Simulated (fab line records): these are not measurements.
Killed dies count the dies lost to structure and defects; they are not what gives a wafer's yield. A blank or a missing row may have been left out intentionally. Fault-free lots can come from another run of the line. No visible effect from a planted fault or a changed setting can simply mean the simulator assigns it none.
fab line records || flow nand_harc
record: {"lots": 14, "wafers": 42, "last_day": 24}
route steps=1159 shown A_ONON_D1@436 THIN_TSV@1122 END@1159
lots that met no fault: from a run of the same line without faults
start_h: start of the lot's first displayed wafer, in hours after the record's first day || wait_h: time in hours since the lot's previous step || " identical to the entry in the row above || L1.1+2: a row that stands for several wafers || - either no value or no given start || * or withheld: withheld || < > ~ a bound
route shown NAME@n: a module of which the file shows steps, and the number in the route of the first || usual: mean/standard deviation of fault-free wafers || same: alike in all rows || chamber/n: place in a boat || sites: readings site by site || _std_site: standard deviation of those values || _edge_site: the outer-site mean with the inner-site mean subtracted || radius_mm: how far each site lies from the wafer's centre || mask NAME#n: copy n || behind: the most recent tool/chamber to have shaped the wafer || hold: reason for holding the lot/hours on hold/outcome of the hold || device: which transistor (n, p or np) failed to switch || end of line: the same wafers' tests at the end of the route || a step with no rows: only its recipe || killed: not the wafer's yield, but the dies lost to structure and defects at the first sort || map: a wafer's dies, x killed, . not, _ none there
set.NAME: the run value of the setting; set.NAME@STEP: its run value at that earlier step || model.NAME: the simulator's own value behind a step, which no gauge read
the route's steps for a sample of lots (tables are steps, rows are wafers)
services: when a tool's chamber went out of use (start_h, in hours from the record's first day, below 0 if earlier), for how many hours, and the reason
== steps ==
step: NHARC_A_ONON_D1_DEP_16
recipe: {"target_thk_a": 10000, "n2_flow_sccm": 2750, "n2o_flow_sccm": 2000, "nh3_flow_sccm": 500, "sih4_flow_sccm": 210, "temp_c": 400}
{"lot.wafer": "L732.1+4+5", "tool": "pecvd_onon-02", "chamber": 0, "start_h": 162.64, "wait_h": 0.1}
{"lot.wafer": "L733.2+4+6", "tool": "pecvd_onon-02", "chamber": 0, "start_h": 187.71, "wait_h": 0.1}
{"lot.wafer": "L736.1+2+6", "tool": "pecvd_onon-04", "chamber": 0, "start_h": 187.99, "wait_h": 0.4}
{"lot.wafer": "L738.1+2+6", "tool": "pecvd_onon-02", "chamber": 0, "start_h": 203.60, "wait_h": 0.2}
{"lot.wafer": "L741.1+3+5", "tool": "pecvd_onon-02", "chamber": 0, "start_h": 224.01, "wait_h": 0.1}
{"lot.wafer": "L742.1+2+4", "tool": "pecvd_onon-01", "chamber": 0, "start_h": 241.22, "wait_h": 0.1}
{"lot.wafer": "L744.2+4+5", "tool": "pecvd_onon-02", "chamber": 0, "start_h": 241.28, "wait_h": 0.1}
{"lot.wafer": "L745.4+5+6", "tool": "pecvd_onon-01", "chamber": 0, "start_h": 241.74, "wait_h": 0.6}
{"lot.wafer": "L743.1+3+5", "tool": "pecvd_onon-04", "chamber": 0, "start_h": 254.54, "wait_h": 0.1}
{"lot.wafer": "L747.1+5+6", "tool": "pecvd_onon-02", "chamber": 0, "start_h": 254.84, "wait_h": 0.4}
{"lot.wafer": "L748.1+2+3", "tool": "pecvd_onon-01", "chamber": 0, "start_h": 263.38, "wait_h": 0.1}
{"lot.wafer": "L750.1+3+4", "tool": "pecvd_onon-02", "chamber": 0, "start_h": 274.16, "wait_h": 0.1}
{"lot.wafer": "L751.2+4+6", "tool": "pecvd_onon-01", "chamber": 0, "start_h": 274.22, "wait_h": 0.1}
{"lot.wafer": "L753.2+4+6", "tool": "pecvd_onon-02", "chamber": 0, "start_h": 291.43, "wait_h": 0.1}
step: NHARC_THIN_TSV_STRIP_45
recipe: {"power_w": 1500, "temp_c": 250, "chemistry": "O2"}
usual: {"drypump_motor_current_A": "5.89/0.25", "heater_power_w": "298/9.8"}
{"lot.wafer": "L732.1", "tool": "plasma_asher-01", "chamber": 0, "start_h": 447.27, "wait_h": 1.1, "drypump_motor_current_A": 5.97, "heater_power_w": 311, "rf_hours_counter_h": 53}
{"lot.wafer": "L732.4", "tool": "plasma_asher-01", "chamber": 0, "start_h": 447.27, "wait_h": 1.1, "drypump_motor_current_A": 5.95, "heater_power_w": 307, "rf_hours_counter_h": "-"}
{"lot.wafer": "L732.5", "tool": "plasma_asher-01", "chamber": 1, "start_h": 447.27, "wait_h": 1.1, "drypump_motor_current_A": 5.52, "heater_power_w": 298, "rf_hours_counter_h": "-"}
{"lot.wafer": "L733.2", "tool": "plasma_asher-02", "chamber": 0, "start_h": 456.04, "wait_h": 0.4, "drypump_motor_current_A": 5.84, "heater_power_w": 311, "rf_hours_counter_h": 29}
{"lot.wafer": "L733.4", "tool": "plasma_asher-02", "chamber": 1, "start_h": 456.04, "wait_h": 0.4, "drypump_motor_current_A": 6.24, "heater_power_w": 296, "rf_hours_counter_h": "-"}
{"lot.wafer": "L733.6", "tool": "plasma_asher-02", "chamber": 1, "start_h": 456.04, "wait_h": 0.4, "drypump_motor_current_A": 6.24, "heater_power_w": 297, "rf_hours_counter_h": "-"}
{"lot.wafer": "L736.1", "tool": "plasma_asher-02", "chamber": 0, "start_h": 456.82, "wait_h": 0.1, "drypump_motor_current_A": 5.90, "heater_power_w": 321, "rf_hours_counter_h": 29}
{"lot.wafer": "L736.2", "tool": "plasma_asher-02", "chamber": 1, "start_h": 456.82, "wait_h": 0.1, "drypump_motor_current_A": 6.21, "heater_power_w": 294, "rf_hours_counter_h": 29}
{"lot.wafer": "L736.6", "tool": "plasma_asher-02", "chamber": 0, "start_h": 456.82, "wait_h": 0.1, "drypump_motor_current_A": 5.87, "heater_power_w": 314, "rf_hours_counter_h": "-"}
{"lot.wafer": "L738.1", "tool": "plasma_asher-01", "chamber": 0, "start_h": 481.79, "wait_h": 0.1, "drypump_motor_current_A": 5.96, "heater_power_w": 287, "rf_hours_counter_h": 7}
{"lot.wafer": "L738.2", "tool": "plasma_asher-01", "chamber": 1, "start_h": 481.79, "wait_h": 0.1, "drypump_motor_current_A": 5.53, "heater_power_w": 300, "rf_hours_counter_h": 7}
{"lot.wafer": "L738.6", "tool": "plasma_asher-01", "chamber": 0, "start_h": 481.79, "wait_h": 0.1, "drypump_motor_current_A": 5.98, "heater_power_w": 290, "rf_hours_counter_h": "-"}
{"lot.wafer": "L742.1", "tool": "plasma_asher-01", "chamber": 1, "start_h": 488.85, "wait_h": 0.1, "drypump_motor_current_A": 5.54, "heater_power_w": 303, "rf_hours_counter_h": 9}
{"lot.wafer": "L742.2", "tool": "plasma_asher-01", "chamber": 0, "start_h": 488.85, "wait_h": 0.1, "drypump_motor_current_A": 5.97, "heater_power_w": 288, "rf_hours_counter_h": 9}
{"lot.wafer": "L742.4", "tool": "plasma_asher-01", "chamber": 1, "start_h": 488.85, "wait_h": 0.1, "drypump_motor_current_A": 5.54, "heater_power_w": 297, "rf_hours_counter_h": "-"}
{"lot.wafer": "L741.1", "tool": "plasma_asher-01", "chamber": 0, "start_h": 490.09, "wait_h": 0.1, "drypump_motor_current_A": 5.96, "heater_power_w": 283, "rf_hours_counter_h": 10}
{"lot.wafer": "L741.3", "tool": "plasma_asher-01", "chamber": 0, "start_h": 490.09, "wait_h": 0.1, "drypump_motor_current_A": 5.96, "heater_power_w": 286, "rf_hours_counter_h": "-"}
{"lot.wafer": "L741.5", "tool": "plasma_asher-01", "chamber": 0, "start_h": 490.09, "wait_h": 0.1, "drypump_motor_current_A": 5.96, "heater_power_w": 284, "rf_hours_counter_h": "-"}
{"lot.wafer": "L745.4", "tool": "plasma_asher-02", "chamber": 1, "start_h": 496.09, "wait_h": 0.2, "drypump_motor_current_A": 6.24, "heater_power_w": 296, "rf_hours_counter_h": "-"}
{"lot.wafer": "L745.6", "tool": "plasma_asher-02", "chamber": 1, "start_h": 496.09, "wait_h": 0.2, "drypump_motor_current_A": 6.25, "heater_power_w": 297, "rf_hours_counter_h": "-"}
{"lot.wafer": "L745.5", "tool": "plasma_asher-02", "chamber": 0, "start_h": 496.09, "wait_h": 0.2, "drypump_motor_current_A": 5.87, "heater_power_w": 306, "rf_hours_counter_h": "-"}
{"lot.wafer": "L743.1", "tool": "plasma_asher-02", "chamber": 1, "start_h": 497.24, "wait_h": 0.1, "drypump_motor_current_A": 6.22, "heater_power_w": 300, "rf_hours_counter_h": 45}
{"lot.wafer": "L743.3", "tool": "plasma_asher-02", "chamber": 1, "start_h": 497.24, "wait_h": 0.1, "drypump_motor_current_A": 6.24, "heater_power_w": 294, "rf_hours_counter_h": "-"}
{"lot.wafer": "L743.5", "tool": "plasma_asher-02", "chamber": 1, "start_h": 497.24, "wait_h": 0.1, "drypump_motor_current_A": 6.23, "heater_power_w": 298, "rf_hours_counter_h": "-"}
{"lot.wafer": "L744.2", "tool": "plasma_asher-02", "chamber": 0, "start_h": 498.89, "wait_h": 0.3, "drypump_motor_current_A": 5.89, "heater_power_w": 305, "rf_hours_counter_h": 46}
{"lot.wafer": "L744.4", "tool": "plasma_asher-02", "chamber": 0, "start_h": 498.89, "wait_h": 0.3, "drypump_motor_current_A": 5.88, "heater_power_w": 309, "rf_hours_counter_h": "-"}
{"lot.wafer": "L744.5", "tool": "plasma_asher-02", "chamber": 1, "start_h": 498.89, "wait_h": 0.3, "drypump_motor_current_A": 6.23, "heater_power_w": 289, "rf_hours_counter_h": "-"}
{"lot.wafer": "L747.1", "tool": "plasma_asher-01", "chamber": 0, "start_h": 523.49, "wait_h": 0.1, "drypump_motor_current_A": 5.95, "heater_power_w": 297, "rf_hours_counter_h": 19}
{"lot.wafer": "L747.6", "tool": "plasma_asher-01", "chamber": 1, "start_h": 523.49, "wait_h": 0.1, "drypump_motor_current_A": 5.54, "heater_power_w": 300, "rf_hours_counter_h": "-"}
{"lot.wafer": "L747.5", "tool": "plasma_asher-01", "chamber": 0, "start_h": 523.49, "wait_h": 0.1, "drypump_motor_current_A": 5.97, "heater_power_w": 285, "rf_hours_counter_h": "-"}
{"lot.wafer": "L751.2", "tool": "plasma_asher-02", "chamber": 1, "start_h": 534.81, "wait_h": 0.1, "drypump_motor_current_A": 6.22, "heater_power_w": 296, "rf_hours_counter_h": 57}
{"lot.wafer": "L751.4", "tool": "plasma_asher-02", "chamber": 0, "start_h": 534.81, "wait_h": 0.1, "drypump_motor_current_A": 5.89, "heater_power_w": 308, "rf_hours_counter_h": "-"}
{"lot.wafer": "L751.6", "tool": "plasma_asher-02", "chamber": 1, "start_h": 534.81, "wait_h": 0.1, "drypump_motor_current_A": 6.24, "heater_power_w": 293, "rf_hours_counter_h": "-"}
{"lot.wafer": "L748.2", "tool": "plasma_asher-01", "chamber": 0, "start_h": 537.67, "wait_h": 0.2, "drypump_motor_current_A": 5.96, "heater_power_w": 296, "rf_hours_counter_h": 23}
{"lot.wafer": "L748.1", "tool": "plasma_asher-01", "chamber": 1, "start_h": 537.67, "wait_h": 0.2, "drypump_motor_current_A": 5.55, "heater_power_w": 305, "rf_hours_counter_h": 23}
{"lot.wafer": "L748.3", "tool": "plasma_asher-01", "chamber": 0, "start_h": 537.67, "wait_h": 0.2, "drypump_motor_current_A": 5.97, "heater_power_w": 280, "rf_hours_counter_h": "-"}
{"lot.wafer": "L750.1", "tool": "plasma_asher-01", "chamber": 0, "start_h": 538.23, "wait_h": 0.1, "drypump_motor_current_A": 5.98, "heater_power_w": 292, "rf_hours_counter_h": 23}
{"lot.wafer": "L750.3", "tool": "plasma_asher-01", "chamber": 0, "start_h": 538.23, "wait_h": 0.1, "drypump_motor_current_A": 5.98, "heater_power_w": 286, "rf_hours_counter_h": "-"}
{"lot.wafer": "L750.4", "tool": "plasma_asher-01", "chamber": 1, "start_h": 538.23, "wait_h": 0.1, "drypump_motor_current_A": 5.54, "heater_power_w": 293, "rf_hours_counter_h": "-"}
{"lot.wafer": "L753.2", "tool": "plasma_asher-02", "chamber": 1, "start_h": 550.82, "wait_h": 0.1, "drypump_motor_current_A": 6.25, "heater_power_w": 291, "rf_hours_counter_h": 2}
{"lot.wafer": "L753.4", "tool": "plasma_asher-02", "chamber": 1, "start_h": 550.82, "wait_h": 0.1, "drypump_motor_current_A": 6.24, "heater_power_w": 286, "rf_hours_counter_h": "-"}
{"lot.wafer": "L753.6", "tool": "plasma_asher-02", "chamber": 0, "start_h": 550.82, "wait_h": 0.1, "drypump_motor_current_A": 5.88, "heater_power_w": 324, "rf_hours_counter_h": "-"}
step: NHARC_THIN_TSV_ANNEAL_52
recipe: {"temp_c": 225, "time_s": 90}
usual: {"wafer_temp_C_max": "225.74/0.28"}
{"lot.wafer": "L732.1", "tool": "rtp_anneal-01", "chamber": 0, "start_h": 450.38, "wait_h": 0.7, "wafer_temp_C_max": 226.02}
{"lot.wafer": "L732.4", "tool": "rtp_anneal-01", "chamber": 0, "start_h": 450.38, "wait_h": 0.7, "wafer_temp_C_max": 225.96}
{"lot.wafer": "L732.5", "tool": "rtp_anneal-01", "chamber": 0, "start_h": 450.38, "wait_h": 0.7, "wafer_temp_C_max": 225.90}
{"lot.wafer": "L733.2", "tool": "rtp_anneal-02", "chamber": 0, "start_h": 459.04, "wait_h": 0.7, "wafer_temp_C_max": 225.55}
{"lot.wafer": "L733.4", "tool": "rtp_anneal-02", "chamber": 0, "start_h": 459.04, "wait_h": 0.7, "wafer_temp_C_max": 225.45}
{"lot.wafer": "L733.6", "tool": "rtp_anneal-02", "chamber": 0, "start_h": 459.04, "wait_h": 0.7, "wafer_temp_C_max": 225.85}
{"lot.wafer": "L736.1", "tool": "rtp_anneal-01", "chamber": 0, "start_h": 459.74, "wait_h": 0.5, "wafer_temp_C_max": 225.65}
{"lot.wafer": "L736.2", "tool": "rtp_anneal-01", "chamber": 0, "start_h": 459.74, "wait_h": 0.5, "wafer_temp_C_max": 226.16}
{"lot.wafer": "L736.6", "tool": "rtp_anneal-01", "chamber": 0, "start_h": 459.74, "wait_h": 0.5, "wafer_temp_C_max": 226.06}
{"lot.wafer": "L738.1", "tool": "rtp_anneal-01", "chamber": 0, "start_h": 484.70, "wait_h": 0.5, "wafer_temp_C_max": 226.58}
{"lot.wafer": "L738.2", "tool": "rtp_anneal-01", "chamber": 0, "start_h": 484.70, "wait_h": 0.5, "wafer_temp_C_max": 226.34}
{"lot.wafer": "L738.6", "tool": "rtp_anneal-01", "chamber": 0, "start_h": 484.70, "wait_h": 0.5, "wafer_temp_C_max": 225.92}
{"lot.wafer": "L742.1", "tool": "rtp_anneal-01", "chamber": 0, "start_h": 491.78, "wait_h": 0.5, "wafer_temp_C_max": 225.91}
{"lot.wafer": "L742.2", "tool": "rtp_anneal-01", "chamber": 0, "start_h": 491.78, "wait_h": 0.5, "wafer_temp_C_max": 225.69}
{"lot.wafer": "L742.4", "tool": "rtp_anneal-01", "chamber": 0, "start_h": 491.78, "wait_h": 0.5, "wafer_temp_C_max": 226.01}
{"lot.wafer": "L741.1", "tool": "rtp_anneal-01", "chamber": 0, "start_h": 493.09, "wait_h": 0.6, "wafer_temp_C_max": 226.26}
{"lot.wafer": "L741.3", "tool": "rtp_anneal-01", "chamber": 0, "start_h": 493.09, "wait_h": 0.6, "wafer_temp_C_max": 225.81}
{"lot.wafer": "L741.5", "tool": "rtp_anneal-01", "chamber": 0, "start_h": 493.09, "wait_h": 0.6, "wafer_temp_C_max": 225.89}
{"lot.wafer": "L745.4", "tool": "rtp_anneal-02", "chamber": 0, "start_h": 499.14, "wait_h": 0.6, "wafer_temp_C_max": 225.66}
{"lot.wafer": "L745.5", "tool": "rtp_anneal-02", "chamber": 0, "start_h": 499.14, "wait_h": 0.6, "wafer_temp_C_max": 225.73}
{"lot.wafer": "L745.6", "tool": "rtp_anneal-02", "chamber": 0, "start_h": 499.14, "wait_h": 0.6, "wafer_temp_C_max": 225.49}
{"lot.wafer": "L743.1", "tool": "rtp_anneal-01", "chamber": 0, "start_h": 500.30, "wait_h": 0.6, "wafer_temp_C_max": 226.03}
{"lot.wafer": "L743.3", "tool": "rtp_anneal-01", "chamber": 0, "start_h": 500.30, "wait_h": 0.6, "wafer_temp_C_max": 226.06}
{"lot.wafer": "L743.5", "tool": "rtp_anneal-01", "chamber": 0, "start_h": 500.30, "wait_h": 0.6, "wafer_temp_C_max": 225.73}
{"lot.wafer": "L744.2", "tool": "rtp_anneal-02", "chamber": 0, "start_h": 501.94, "wait_h": 0.7, "wafer_temp_C_max": 225.71}
{"lot.wafer": "L744.4", "tool": "rtp_anneal-02", "chamber": 0, "start_h": 501.94, "wait_h": 0.7, "wafer_temp_C_max": 225.90}
{"lot.wafer": "L744.5", "tool": "rtp_anneal-02", "chamber": 0, "start_h": 501.94, "wait_h": 0.7, "wafer_temp_C_max": 225.71}
{"lot.wafer": "L747.1", "tool": "rtp_anneal-01", "chamber": 0, "start_h": 526.52, "wait_h": 0.7, "wafer_temp_C_max": 225.93}
{"lot.wafer": "L747.5", "tool": "rtp_anneal-01", "chamber": 0, "start_h": 526.52, "wait_h": 0.7, "wafer_temp_C_max": 225.84}
{"lot.wafer": "L747.6", "tool": "rtp_anneal-01", "chamber": 0, "start_h": 526.52, "wait_h": 0.7, "wafer_temp_C_max": 225.54}
{"lot.wafer": "L751.2", "tool": "rtp_anneal-01", "chamber": 0, "start_h": 537.81, "wait_h": 0.6, "wafer_temp_C_max": 225.98}
{"lot.wafer": "L751.4", "tool": "rtp_anneal-01", "chamber": 0, "start_h": 537.81, "wait_h": 0.6, "wafer_temp_C_max": 226.07}
{"lot.wafer": "L751.6", "tool": "rtp_anneal-01", "chamber": 0, "start_h": 537.81, "wait_h": 0.6, "wafer_temp_C_max": 225.69}
{"lot.wafer": "L748.1", "tool": "rtp_anneal-02", "chamber": 0, "start_h": 540.60, "wait_h": 0.5, "wafer_temp_C_max": 225.55}
{"lot.wafer": "L748.2", "tool": "rtp_anneal-02", "chamber": 0, "start_h": 540.60, "wait_h": 0.5, "wafer_temp_C_max": 225.29}
{"lot.wafer": "L748.3", "tool": "rtp_anneal-02", "chamber": 0, "start_h": 540.60, "wait_h": 0.5, "wafer_temp_C_max": 225.63}
{"lot.wafer": "L750.1", "tool": "rtp_anneal-02", "chamber": 0, "start_h": 541.50, "wait_h": 0.7, "wafer_temp_C_max": 225.66}
{"lot.wafer": "L750.3", "tool": "rtp_anneal-02", "chamber": 0, "start_h": 541.50, "wait_h": 0.7, "wafer_temp_C_max": 225.31}
{"lot.wafer": "L750.4", "tool": "rtp_anneal-02", "chamber": 0, "start_h": 541.50, "wait_h": 0.7, "wafer_temp_C_max": 225.25}
{"lot.wafer": "L753.2", "tool": "rtp_anneal-01", "chamber": 0, "start_h": 553.91, "wait_h": 0.6, "wafer_temp_C_max": 225.71}
{"lot.wafer": "L753.4", "tool": "rtp_anneal-01", "chamber": 0, "start_h": 553.91, "wait_h": 0.6, "wafer_temp_C_max": 225.99}
{"lot.wafer": "L753.6", "tool": "rtp_anneal-01", "chamber": 0, "start_h": 553.91, "wait_h": 0.6, "wafer_temp_C_max": 225.82}
step: NHARC_END_SORT_01
recipe: {"temp_c": 25}
usual: {"killed_at_array": "29/9.4", "killed_at_other": "0.7/1.3", "killed_at_periphery": "2.9/2.1", "killed_dies": "32/9", "killed_open": "3.3/1.8", "killed_short": "1.9/1.4"}
same: {"gross_dies": 677}
{"lot.wafer": "L750.1", "tool": "prober-02", "chamber": 0, "start_h": 563.51, "wait_h": 2.5, "killed_at_array": 81, "killed_at_other": 0, "killed_at_periphery": 1, "killed_dies": 82, "killed_open": 1, "killed_short": 2}
{"lot.wafer": "L750.3", "tool": "prober-02", "chamber": 0, "start_h": 565.09, "wait_h": 3.1, "killed_at_array": 88, "killed_at_other": 0, "killed_at_periphery": 2, "killed_dies": 90, "killed_open": 3, "killed_short": 3}
{"lot.wafer": "L750.4", "tool": "prober-02", "chamber": 0, "start_h": 565.89, "wait_h": 3.4, "killed_at_array": 89, "killed_at_other": 1, "killed_at_periphery": 2, "killed_dies": 92, "killed_open": 2, "killed_short": 2}
{"lot.wafer": "L753.2", "tool": "prober-01", "chamber": 0, "start_h": 572.24, "wait_h": 2.8, "killed_at_array": 96, "killed_at_other": 0, "killed_at_periphery": 2, "killed_dies": 98, "killed_open": 2, "killed_short": 1}
{"lot.wafer": "L753.4", "tool": "prober-01", "chamber": 0, "start_h": 573.84, "wait_h": 3.4, "killed_at_array": 88, "killed_at_other": 0, "killed_at_periphery": 5, "killed_dies": 93, "killed_open": 7, "killed_short": 1}
{"lot.wafer": "L753.6", "tool": "prober-01", "chamber": 0, "start_h": 575.45, "wait_h": 4.0, "killed_at_array": 101, "killed_at_other": 0, "killed_at_periphery": 2, "killed_dies": 103, "killed_open": 3, "killed_short": 2}
killed by level:class
L750.1 A_ONON_D1:unspecified=51 A_SLIT:chamber_film_flake=15 A_CHANNEL_HOLE_D1:chamber_film_flake=7 A_CONTACT:chamber_film_flake=3 A_BLC:chamber_film_flake=2 P_M0:geometric_particle:short=1 A_WL_FILL:geometric_particle:short=1 A_BONDPAD:geometric_particle:open=1
L750.3 A_ONON_D1:unspecified=49 A_SLIT:chamber_film_flake=20 A_CHANNEL_HOLE_D1:chamber_film_flake=8 A_CONTACT:chamber_film_flake=6 A_WL_FILL:geometric_particle:short=2 P_M1:geometric_particle:open=1 A_SGD_CUT:geometric_particle:open=1 A_CONTACT:geometric_particle:open=1
L750.4 A_ONON_D1:unspecified=55 A_SLIT:chamber_film_flake=13 A_CHANNEL_HOLE_D1:chamber_film_flake=10 A_CONTACT:chamber_film_flake=5 P_GATE:chamber_film_flake=2 A_STAIRCASE:chamber_film_flake=2 A_CHANNEL_FILL_D1:geometric_particle:open=1 A_SGD_CUT:geometric_particle:short=1
L753.2 A_ONON_D1:unspecified=55 A_SLIT:chamber_film_flake=19 A_CHANNEL_HOLE_D1:chamber_film_flake=18 A_ONON_D1:geometric_particle:short=1 A_CHANNEL_FILL_D1:geometric_particle:open=1 A_M0:geometric_particle:open=1 P_ZERO_WELL:chamber_film_flake=1 P_STI:chamber_film_flake=1
L753.4 A_ONON_D1:unspecified=48 A_CHANNEL_HOLE_D1:chamber_film_flake=20 A_SLIT:chamber_film_flake=14 A_CONTACT:geometric_particle:open=2 P_STI:geometric_particle:open=1 P_M0:geometric_particle:open=1 P_M2:geometric_particle:open=1 A_CHANNEL_FILL_D1:geometric_particle:short=1
L753.6 A_ONON_D1:unspecified=58 A_CHANNEL_HOLE_D1:chamber_film_flake=22 A_SLIT:chamber_film_flake=14 A_WL_FILL:geometric_particle:short=2 A_CONTACT:geometric_particle:open=2 A_STAIRCASE:chamber_film_flake=2 A_ONON_D1:geometric_particle:open=1 P_STI:chamber_film_flake=1
== services ==
{"tool": "plasma_asher-02", "chamber": "-", "start_h": 178.54, "hours": 2.7, "kind": "repair"}
{"tool": "plasma_asher-02", "chamber": "-", "start_h": 183.41, "hours": 9.0, "kind": "pm"}
{"tool": "plasma_asher-02", "chamber": 0, "start_h": 183.41, "hours": 9.0, "kind": "vent_cycle"}
{"tool": "plasma_asher-02", "chamber": 1, "start_h": 183.41, "hours": 9.0, "kind": "vent_cycle"}
{"tool": "plasma_asher-02", "chamber": 0, "start_h": 192.41, "hours": "-", "kind": "clean"}
{"tool": "pecvd_onon-01", "chamber": "-", "start_h": 195.04, "hours": 13.0, "kind": "pm"}
{"tool": "plasma_asher-02", "chamber": "-", "start_h": 196.90, "hours": 2.1, "kind": "repair"}
{"tool": "plasma_asher-01", "chamber": "-", "start_h": 233.44, "hours": 3.1, "kind": "repair"}
{"tool": "pecvd_onon-04", "chamber": "-", "start_h": 237.00, "hours": 13.0, "kind": "pm"}
{"tool": "plasma_asher-02", "chamber": "-", "start_h": 237.72, "hours": 1.6, "kind": "repair"}
{"tool": "plasma_asher-01", "chamber": "-", "start_h": 262.62, "hours": 1.5, "kind": "repair"}
{"tool": "plasma_asher-02", "chamber": "-", "start_h": 271.02, "hours": 1.8, "kind": "repair"}
{"tool": "plasma_asher-01", "chamber": "-", "start_h": 276.00, "hours": 9.0, "kind": "pm"}
{"tool": "pecvd_onon-02", "chamber": "-", "start_h": 292.33, "hours": 13.0, "kind": "pm"}
{"tool": "rtp_anneal-02", "chamber": "-", "start_h": 300.00, "hours": 12.0, "kind": "pm"}
{"tool": "plasma_asher-02", "chamber": "-", "start_h": 338.78, "hours": 2.1, "kind": "repair"}
{"tool": "plasma_asher-02", "chamber": "-", "start_h": 360.42, "hours": 9.0, "kind": "pm"}
{"tool": "pecvd_onon-01", "chamber": "-", "start_h": 376.04, "hours": 13.0, "kind": "pm"}
{"tool": "plasma_asher-01", "chamber": "-", "start_h": 394.88, "hours": 0.6, "kind": "repair"}
{"tool": "plasma_asher-01", "chamber": "-", "start_h": 399.43, "hours": 5.1, "kind": "repair"}
{"tool": "pecvd_onon-04", "chamber": "-", "start_h": 418.00, "hours": 13.0, "kind": "pm"}
{"tool": "plasma_asher-01", "chamber": "-", "start_h": 453.00, "hours": 9.0, "kind": "pm"}
{"tool": "pecvd_onon-02", "chamber": "-", "start_h": 473.33, "hours": 13.0, "kind": "pm"}
{"tool": "plasma_asher-02", "chamber": "-", "start_h": 537.42, "hours": 9.0, "kind": "pm"}
== key ==
first_sign: {"step": "NHARC_END_SORT_01", "reading": "killed_dies", "direction": "up", "sigmas": 6.8, "usual": 32, "struck": 93}
effect: {"step": "NHARC_END_SORT_01", "reading": "killed_at_array", "direction": "up", "sigmas": 6.6, "usual": 29, "struck": 90}
more_kills_born_at: {"NHARC_A_ONON_D1_DEP_16@pecvd_onon-02": 316}
met_at NHARC_A_ONON_D1_DEP_16
struck_lots L750,L753
tester_left_out L750,L753
not_acting_at NHARC_THIN_TSV_STRIP_45,NHARC_THIN_TSV_ANNEAL_52
onset_between 254.84 274.16
also_fits time
fault: {"kind": "chamber_particle_source", "tool": "pecvd_onon-02", "chamber": "-", "onset_h": 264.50, "steps": "NHARC_A_ONON_D1_DEP_16", "rate_per_visit_cm2": 0.46587, "end_h": 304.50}
tester_left_out: of these lots the tester's yield and bins aren't shown, on N5 and GAA mostly nor the transistor test; their killed dies are dies lost to structure and defects alone, not to doping, threshold or leakage, so they don't give the yield
